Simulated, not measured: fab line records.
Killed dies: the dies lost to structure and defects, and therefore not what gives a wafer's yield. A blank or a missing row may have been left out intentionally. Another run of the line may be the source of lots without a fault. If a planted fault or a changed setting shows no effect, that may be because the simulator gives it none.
fab line records + flow n5_finfet + part 2 of 2: steps 4 to 6 of 6
[record]
- lots = 24
- wafers = 72
- last_day = 17
route steps=1938 shown BEOL_M0_SAQP@699 BEOL_M0@722 BEOL_M1@808
lots that met no fault: from a run of the same line without faults
start_h: the number of hours between the record's first day and the start of the first shown wafer of the lot + wait_h: hours elapsed since this lot's preceding step + " as in the row above + L1.1+2: a row that stands for several wafers + - no value present, or no start provided + * or withheld: withheld + < > ~ a bound
route shown NAME@n: NAME is a module with steps in the file, n the number in the route of the first one + usual: the fault-free wafers' mean and standard deviation + same: alike in all rows + chamber/n: place in a boat + sites: the reading at each site + _std_site: their standard deviation + _edge_site: the outer-site mean with the inner-site mean subtracted + radius_mm: how far each site lies from the wafer's centre + mask NAME#n: copy n + behind: tool/chamber where the wafer was last shaped + hold: cause of the lot's hold/its duration in hours/its outcome + device: which transistor (n, p or np) failed to switch + end of line: tests of these same wafers at the route's end + where a step has no rows: the recipe by itself + killed: the dies lost at the first sort to structure and to defects; this is not the yield of the wafer + map: the dies of a wafer, with x for killed, . for not killed, _ for no die there
set.NAME: setting as actually run; set.NAME@STEP: the setting as run at that earlier step + model.NAME: the simulator's own value behind a step, which no gauge read
a sample of lots followed through the steps of the route, with each step as a table and each wafer as a row
services: from which hour (start_h, from the record's first day; less than 0 if before it) a tool's chamber was out of use, for how many hours, and why
[[steps]]
[step N5_BEOL_M0_DEGAS_112]
[recipe]
- ambient = vacuum
- temp_c = 250
- time_s = 60
[usual]
- heater_power_w = 326/32
| lot.wafer | tool           | chamber | start_h | wait_h | heater_power_w |
|-----------|----------------|---------|---------|--------|----------------|
| L075.2    | pvd_sputter-01 | -       | 127.57  | 0.2    | 359            |
| L075.5    | "              | -       | "       | "      | 272            |
| L075.6    | "              | -       | "       | "      | 333            |
| L076.3    | pvd_sputter-03 | -       | 128.90  | 0.6    | 337            |
| L076.4    | "              | -       | "       | "      | 345            |
| L076.6    | "              | -       | "       | "      | 339            |
| L077.2    | pvd_sputter-03 | -       | 136.55  | 0.3    | 353            |
| L077.4    | "              | -       | "       | "      | 262            |
| L077.6    | "              | -       | "       | "      | 330            |
| L074.1    | pvd_sputter-01 | -       | 145.71  | 0.6    | 273            |
| L074.3    | "              | -       | "       | "      | 357            |
| L074.5    | "              | -       | "       | "      | 273            |
| L079.1    | pvd_sputter-01 | -       | 145.79  | 0.3    | 330            |
| L079.3    | "              | -       | "       | "      | 338            |
| L079.5    | "              | -       | "       | "      | 352            |
| L078.4    | pvd_sputter-01 | -       | 149.71  | 0.0    | 353            |
| L078.5    | "              | -       | "       | "      | 338            |
| L078.6    | "              | -       | "       | "      | 270            |
| L080.2    | pvd_sputter-03 | -       | 149.99  | 0.0    | 359            |
| L080.3    | "              | -       | "       | "      | 268            |
| L080.6    | "              | -       | "       | "      | 267            |
| L081.1    | pvd_sputter-02 | -       | 156.35  | 0.3    | 298            |
| L081.4    | "              | -       | "       | "      | 310            |
| L081.5    | "              | -       | "       | "      | 299            |
| L082.2    | pvd_sputter-02 | -       | 170.93  | 0.2    | 369            |
| L082.4    | "              | -       | "       | "      | 303            |
| L082.5    | "              | -       | "       | "      | 371            |
| L083.1    | pvd_sputter-03 | -       | 177.83  | 0.0    | 335            |
| L083.3    | "              | -       | "       | "      | 362            |
| L083.4    | "              | -       | "       | "      | 259            |
| L084.1    | pvd_sputter-02 | -       | 182.16  | 0.3    | 357            |
| L084.2    | "              | -       | "       | "      | 342            |
| L084.4    | "              | -       | "       | "      | 300            |
| L085.2    | pvd_sputter-03 | -       | 191.48  | 0.4    | 333            |
| L085.3    | "              | -       | "       | "      | 334            |
| L085.6    | "              | -       | "       | "      | 353            |
| L086.2    | pvd_sputter-01 | -       | 197.21  | 2.3    | 342            |
| L086.4    | "              | -       | "       | "      | 346            |
| L086.5    | "              | -       | "       | "      | 342            |
| L087.1    | pvd_sputter-02 | -       | 201.78  | 1.5    | 369            |
| L087.5    | "              | -       | "       | "      | 306            |
| L087.6    | "              | -       | "       | "      | 366            |
| L088.4    | pvd_sputter-01 | -       | 201.91  | 0.1    | 359            |
| L088.5    | "              | -       | "       | "      | 334            |
| L088.6    | "              | -       | "       | "      | 346            |
| L089.2    | pvd_sputter-01 | -       | 210.28  | 0.3    | 341            |
| L089.5    | "              | -       | "       | "      | 360            |
| L089.6    | "              | -       | "       | "      | 345            |
| L090.2    | pvd_sputter-01 | -       | 215.01  | 0.4    | 340            |
| L090.3    | "              | -       | "       | "      | 269            |
| L090.5    | "              | -       | "       | "      | 336            |
| L091.2    | pvd_sputter-02 | -       | 220.33  | 1.7    | 365            |
| L091.5    | "              | -       | "       | "      | 348            |
| L091.6    | "              | -       | "       | "      | 300            |
| L092.2    | pvd_sputter-01 | -       | 222.76  | 1.6    | 336            |
| L092.4    | "              | -       | "       | "      | 272            |
| L092.5    | "              | -       | "       | "      | 334            |
| L093.2    | pvd_sputter-01 | -       | 233.74  | 1.9    | 351            |
| L093.3    | "              | -       | "       | "      | 352            |
| L093.6    | "              | -       | "       | "      | 341            |
| L094.2    | pvd_sputter-02 | -       | 237.32  | 1.0    | 304            |
| L094.3    | "              | -       | "       | "      | 339            |
| L094.5    | "              | -       | "       | "      | 345            |
| L096.1    | pvd_sputter-03 | -       | 248.01  | 0.0    | 331            |
| L096.4    | "              | -       | "       | "      | 359            |
| L096.6    | "              | -       | "       | "      | 338            |
| L095.2    | pvd_sputter-01 | -       | 248.11  | 0.0    | 359            |
| L095.4    | "              | -       | "       | "      | 338            |
| L095.5    | "              | -       | "       | "      | 343            |
| L097.3    | pvd_sputter-03 | -       | 254.27  | 0.1    | 339            |
| L097.4    | "              | -       | "       | "      | 264            |
| L097.6    | "              | -       | "       | "      | 257            |
[step N5_BEOL_M1_CD_MEAS_35]
[recipe]
- target_cd_nm = 18
- target_cd_y_nm = 21
- polarity = opening
[usual]
- cd_nm = 18.1/0.45
| lot.wafer | tool      | chamber | start_h | wait_h | cd_nm |
|-----------|-----------|---------|---------|--------|-------|
| L075.2    | cd_sem-02 | -       | 133.65  | 0.0    | 18.5  |
| L075.5    | "         | -       | "       | "      | 18.3  |
| L075.6    | "         | -       | "       | "      | 18.8  |
| L076.3    | cd_sem-03 | -       | 143.13  | 0.0    | 17.8  |
| L076.4    | "         | -       | "       | "      | 18.7  |
| L076.6    | "         | -       | "       | "      | 18.5  |
| L077.2    | cd_sem-03 | -       | 148.00  | 0.0    | 18.0  |
| L077.4    | "         | -       | "       | "      | 17.9  |
| L077.6    | "         | -       | "       | "      | 18.1  |
| L074.1    | cd_sem-03 | -       | 156.04  | 0.0    | 17.9  |
| L074.3    | "         | -       | "       | "      | 18.3  |
| L074.5    | "         | -       | "       | "      | 18.3  |
| L079.1    | cd_sem-02 | -       | 158.81  | 0.0    | 18.7  |
| L079.3    | "         | -       | "       | "      | 18.4  |
| L079.5    | "         | -       | "       | "      | 18.6  |
| L078.4    | cd_sem-02 | -       | 159.27  | 0.0    | 18.4  |
| L078.5    | "         | -       | "       | "      | 18.5  |
| L078.6    | "         | -       | "       | "      | 18.0  |
| L080.2    | cd_sem-03 | -       | 159.62  | 0.0    | 17.6  |
| L080.3    | "         | -       | "       | "      | 17.8  |
| L080.6    | "         | -       | "       | "      | 17.8  |
| L081.1    | cd_sem-03 | -       | 165.07  | 0.0    | 17.7  |
| L081.4    | "         | -       | "       | "      | 18.2  |
| L081.5    | "         | -       | "       | "      | 17.9  |
| L082.2    | cd_sem-03 | -       | 176.77  | 0.0    | 18.0  |
| L082.4    | "         | -       | "       | "      | 18.2  |
| L082.5    | "         | -       | "       | "      | 17.7  |
| L083.1    | cd_sem-02 | -       | 185.63  | 0.0    | 18.4  |
| L083.3    | "         | -       | "       | "      | 18.0  |
| L083.4    | "         | -       | "       | "      | 18.2  |
| L084.1    | cd_sem-02 | -       | 194.27  | 0.0    | 18.2  |
| L084.2    | "         | -       | "       | "      | 18.2  |
| L084.4    | "         | -       | "       | "      | 17.9  |
| L085.2    | cd_sem-03 | -       | 198.50  | 0.0    | 17.7  |
| L085.3    | "         | -       | "       | "      | 18.2  |
| L085.6    | "         | -       | "       | "      | 17.4  |
| L086.2    | cd_sem-01 | -       | 210.13  | 0.0    | 18.4  |
| L086.4    | "         | -       | "       | "      | 17.3  |
| L086.5    | "         | -       | "       | "      | 17.3  |
| L087.1    | cd_sem-01 | -       | 214.54  | 0.0    | 18.6  |
| L087.5    | "         | -       | "       | "      | 17.8  |
| L087.6    | "         | -       | "       | "      | 18.0  |
| L088.4    | cd_sem-03 | -       | 215.00  | 0.0    | 18.0  |
| L088.5    | "         | -       | "       | "      | 17.5  |
| L088.6    | "         | -       | "       | "      | 18.1  |
| L089.2    | cd_sem-02 | -       | 217.98  | 0.0    | 17.3  |
| L089.5    | "         | -       | "       | "      | 18.1  |
| L089.6    | "         | -       | "       | "      | 17.7  |
| L090.2    | cd_sem-02 | -       | 223.48  | 0.0    | 18.6  |
| L090.3    | "         | -       | "       | "      | 18.3  |
| L090.5    | "         | -       | "       | "      | 18.4  |
| L091.2    | cd_sem-01 | -       | 226.76  | 0.0    | 18.1  |
| L091.5    | "         | -       | "       | "      | 18.3  |
| L091.6    | "         | -       | "       | "      | 17.8  |
| L092.2    | cd_sem-03 | -       | 234.47  | 0.0    | 16.9  |
| L092.4    | "         | -       | "       | "      | 18.1  |
| L092.5    | "         | -       | "       | "      | 17.8  |
| L093.2    | cd_sem-02 | -       | 241.38  | 0.0    | 18.0  |
| L093.3    | "         | -       | "       | "      | 17.8  |
| L093.6    | "         | -       | "       | "      | 18.2  |
| L094.2    | cd_sem-03 | -       | 244.86  | 0.0    | 17.3  |
| L094.3    | "         | -       | "       | "      | 18.7  |
| L094.5    | "         | -       | "       | "      | 17.5  |
| L096.1    | cd_sem-02 | -       | 256.92  | 0.0    | 18.8  |
| L096.4    | "         | -       | "       | "      | 18.6  |
| L096.6    | "         | -       | "       | "      | 18.2  |
| L095.2    | cd_sem-01 | -       | 258.66  | 0.0    | 18.5  |
| L095.4    | "         | -       | "       | "      | 18.2  |
| L095.5    | "         | -       | "       | "      | 18.7  |
| L097.3    | cd_sem-03 | -       | 262.90  | 0.0    | 17.9  |
| L097.4    | "         | -       | "       | "      | 18.1  |
| L097.6    | "         | -       | "       | "      | 17.9  |
[step N5_BEOL_M1_SPUTTER_48]
[recipe]
- material = Cu
- target_thk_a = 45
- temp_c = -20
- chamber_pressure_pa = 0.07
- power_w = withheld
- time_s = 8.29
[usual]
- chuck_gas_flow_sccm = 1.28/0.061
- throttle_valve_pct = 29.7/0.84
| lot.wafer | tool           | chamber | start_h | wait_h | chuck_gas_flow_sccm | throttle_valve_pct |
|-----------|----------------|---------|---------|--------|---------------------|--------------------|
| L075.2    | pvd_sputter-02 | -       | 134.74  | 0.2    | 1.38                | 30.8               |
| L075.5    | "              | -       | "       | "      | 1.26                | 30.6               |
| L075.6    | "              | -       | "       | "      | 1.19                | 31.0               |
| L076.3    | pvd_sputter-02 | -       | 144.93  | 0.1    | 1.33                | 29.6               |
| L076.4    | "              | -       | "       | "      | 1.31                | 30.5               |
| L076.6    | "              | -       | "       | "      | 1.33                | 29.6               |
| L077.2    | pvd_sputter-02 | -       | 148.80  | 0.1    | 1.28                | 30.7               |
| L077.4    | "              | -       | "       | "      | 1.25                | 30.6               |
| L077.6    | "              | -       | "       | "      | 1.24                | 30.5               |
| L074.1    | pvd_sputter-03 | -       | 157.03  | 0.1    | 1.38                | 29.7               |
| L074.3    | "              | -       | "       | "      | 1.28                | 30.2               |
| L074.5    | "              | -       | "       | "      | 1.32                | 30.5               |
| L079.1    | pvd_sputter-01 | -       | 159.69  | 0.1    | 1.38                | 29.1               |
| L079.3    | "              | -       | "       | "      | 1.23                | 30.0               |
| L079.5    | "              | -       | "       | "      | 1.23                | 29.9               |
| L078.4    | pvd_sputter-03 | -       | 160.22  | 0.3    | 1.38                | 29.7               |
| L078.5    | "              | -       | "       | "      | 1.38                | 30.4               |
| L078.6    | "              | -       | "       | "      | 1.22                | 30.1               |
| L080.2    | pvd_sputter-01 | -       | 161.91  | 0.2    | 1.38                | 29.9               |
| L080.3    | "              | -       | "       | "      | 1.25                | 29.3               |
| L080.6    | "              | -       | "       | "      | 1.38                | 29.3               |
| L081.1    | pvd_sputter-02 | -       | 167.85  | 1.5    | 1.32                | 29.4               |
| L081.4    | "              | -       | "       | "      | 1.38                | 30.8               |
| L081.5    | "              | -       | "       | "      | 1.26                | 30.6               |
| L082.2    | pvd_sputter-02 | -       | 177.68  | 0.1    | 1.27                | 29.2               |
| L082.4    | "              | -       | "       | "      | 1.25                | 30.9               |
| L082.5    | "              | -       | "       | "      | 1.31                | 29.0               |
| L083.1    | pvd_sputter-02 | -       | 188.77  | 2.5    | 1.28                | 30.8               |
| L083.3    | "              | -       | "       | "      | 1.28                | 29.5               |
| L083.4    | "              | -       | "       | "      | 1.23                | 28.9               |
| L084.1    | pvd_sputter-03 | -       | 196.40  | 0.8    | 1.22                | 29.1               |
| L084.2    | "              | -       | "       | "      | 1.25                | 29.7               |
| L084.4    | "              | -       | "       | "      | 1.20                | 30.4               |
| L085.2    | pvd_sputter-03 | -       | 199.86  | 0.1    | 1.21                | 29.7               |
| L085.3    | "              | -       | "       | "      | 1.28                | 30.3               |
| L085.6    | "              | -       | "       | "      | 1.36                | 30.7               |
| L086.2    | pvd_sputter-02 | -       | 211.30  | 0.1    | 1.29                | 29.0               |
| L086.4    | "              | -       | "       | "      | 1.29                | 30.9               |
| L086.5    | "              | -       | "       | "      | 1.15                | 29.7               |
| L087.1    | pvd_sputter-01 | -       | 215.61  | 0.1    | 1.28                | 29.4               |
| L087.5    | "              | -       | "       | "      | 1.36                | 29.6               |
| L087.6    | "              | -       | "       | "      | 1.38                | 27.6               |
| L088.4    | pvd_sputter-02 | -       | 217.75  | 0.1    | 1.32                | 30.6               |
| L088.5    | "              | -       | "       | "      | 1.33                | 30.4               |
| L088.6    | "              | -       | "       | "      | 1.34                | 30.6               |
| L089.2    | pvd_sputter-03 | -       | 218.67  | 0.1    | 1.28                | 29.8               |
| L089.5    | "              | -       | "       | "      | 1.24                | 29.1               |
| L089.6    | "              | -       | "       | "      | 1.13                | 30.1               |
| L090.2    | pvd_sputter-02 | -       | 224.39  | 0.1    | 1.16                | 29.4               |
| L090.3    | "              | -       | "       | "      | 1.30                | 28.9               |
| L090.5    | "              | -       | "       | "      | 1.32                | 28.9               |
| L091.2    | pvd_sputter-03 | -       | 227.74  | 0.1    | 1.28                | 30.2               |
| L091.5    | "              | -       | "       | "      | 1.39                | 28.8               |
| L091.6    | "              | -       | "       | "      | 1.20                | 30.2               |
| L092.2    | pvd_sputter-01 | -       | 235.92  | 0.2    | 1.39                | 27.3               |
| L092.4    | "              | -       | "       | "      | 1.14                | 29.7               |
| L092.5    | "              | -       | "       | "      | 1.29                | 29.1               |
| L093.2    | pvd_sputter-03 | -       | 242.50  | 0.3    | 1.19                | 30.4               |
| L093.3    | "              | -       | "       | "      | 1.21                | 30.5               |
| L093.6    | "              | -       | "       | "      | 1.37                | 29.0               |
| L094.2    | pvd_sputter-03 | -       | 245.66  | 0.1    | 1.32                | 29.3               |
| L094.3    | "              | -       | "       | "      | 1.23                | 29.9               |
| L094.5    | "              | -       | "       | "      | 1.22                | 30.3               |
| L096.1    | pvd_sputter-03 | -       | 258.50  | 0.2    | 1.30                | 29.0               |
| L096.4    | "              | -       | "       | "      | 1.23                | 30.2               |
| L096.6    | "              | -       | "       | "      | 1.20                | 30.4               |
| L095.2    | pvd_sputter-03 | -       | 260.34  | 0.2    | 1.28                | 30.4               |
| L095.4    | "              | -       | "       | "      | 1.21                | 29.8               |
| L095.5    | "              | -       | "       | "      | 1.27                | 30.4               |
| L097.3    | pvd_sputter-01 | -       | 265.64  | 0.3    | 1.29                | 29.4               |
| L097.4    | "              | -       | "       | "      | 1.35                | 29.6               |
| L097.6    | "              | -       | "       | "      | 1.24                | 29.4               |
[[services]]
| tool        | chamber | start_h | hours | kind                          |
|-------------|---------|---------|-------|-------------------------------|
| rie_diel-06 | 0       | 100.78  | 9.1   | repair                        |
| rie_diel-04 | 2       | 114.20  | 1.9   | repair                        |
| rie_diel-06 | -       | 119.48  | 4.4   | repair                        |
| rie_diel-06 | 0       | 124.63  | 1.7   | repair                        |
| rie_diel-03 | 1       | 130.75  | -     | clean                         |
| rie_diel-03 | 1       | 130.75  | -     | consumable_replace:focus_ring |
| rie_diel-03 | 1       | 130.75  | 17.5  | scheduled_down                |
| rie_diel-03 | 1       | 130.75  | 17.5  | vent_cycle                    |
| rie_diel-04 | -       | 131.63  | 0.8   | repair                        |
| rie_diel-04 | 0       | 132.51  | 11.9  | repair                        |
| rie_diel-03 | 0       | 149.30  | -     | clean                         |
| rie_diel-03 | 0       | 149.30  | -     | consumable_replace:focus_ring |
| rie_diel-03 | 0       | 149.30  | 25.7  | scheduled_down                |
| rie_diel-03 | 0       | 149.30  | 25.7  | vent_cycle                    |
| rie_diel-02 | 1       | 156.55  | 15.9  | repair                        |
| rie_diel-03 | -       | 158.24  | 0.4   | repair                        |
| rie_diel-01 | 3       | 165.35  | 3.0   | repair                        |
| rie_diel-06 | 2       | 168.19  | -     | clean                         |
| rie_diel-03 | 3       | 168.79  | 4.2   | repair                        |
| rie_diel-03 | 0       | 218.61  | 7.7   | repair                        |
| rie_diel-01 | 2       | 220.07  | 16.1  | repair                        |
| rie_diel-06 | -       | 223.44  | 14.6  | pm                            |
| rie_diel-05 | -       | 229.22  | 0.1   | repair                        |
| rie_diel-02 | 0       | 264.59  | 16.2  | repair                        |
